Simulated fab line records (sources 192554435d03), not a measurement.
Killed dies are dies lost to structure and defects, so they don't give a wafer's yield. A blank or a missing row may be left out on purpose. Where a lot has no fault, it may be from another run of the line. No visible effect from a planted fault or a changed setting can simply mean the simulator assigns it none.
Chamber matching ; flow n5_finfet ; N5_BEOL_M8_STRIP_67 on rie_diel-02 has 4 sister chambers
The step strips in CF4. 8 wafers are shown with their chamber, then 9 later ones without.

EACH WAFER AND ITS CHAMBER
wafer;chamber;showerhead_plenum_p_Torr (Torr);throttle_valve_pct (%)
L080.4;3;1.79;13.67
L083.6;2;1.71;13.94
L085.1;0;1.78;13.96
L085.2;2;1.70;13.95
L085.4;1;1.75;13.35
L088.1;1;1.75;13.36
L088.2;0;1.78;13.96
L088.3;3;1.79;13.72

WAFERS WITH NO CHAMBER GIVEN
wafer;showerhead_plenum_p_Torr (Torr);throttle_valve_pct (%)
L086.1;1.79;13.72
L086.3;1.75;13.37
L086.4;1.70;13.96
L087.3;1.78;13.97
L087.5;1.70;13.95
L087.6;1.75;13.37
L096.1;1.77;14.04
L096.3;1.75;13.43
L096.5;1.74;13.42

WHICH CHAMBER EACH ONE RAN IN
wafer;from the rows above;in truth
L086.1;3;3
L086.3;1;1
L086.4;2;2
L087.3;0;0
L087.5;2;2
L087.6;1;1
L096.1;0;0
L096.3;1;1
L096.5;1;1
Correct placement for 9 of the 9. Left unplaced by these rows: 0. Wrongly placed: 0.
How it was worked out, from the rows above alone: a wafer's distance from a chamber is the root of the sum, over the readings, of the square of ((its reading less the chamber's mean) divided by the reading's scatter). If the next closest chamber is less than 2 further off than the closest, the wafer can't be placed; otherwise it belongs to the closest. For every chamber, the mean is computed from those of its wafers that are shown. The scatter is the square root of a quotient: the sum, over the shown wafers, of each reading's squared deviation from its chamber's mean, divided by wafers minus chambers.
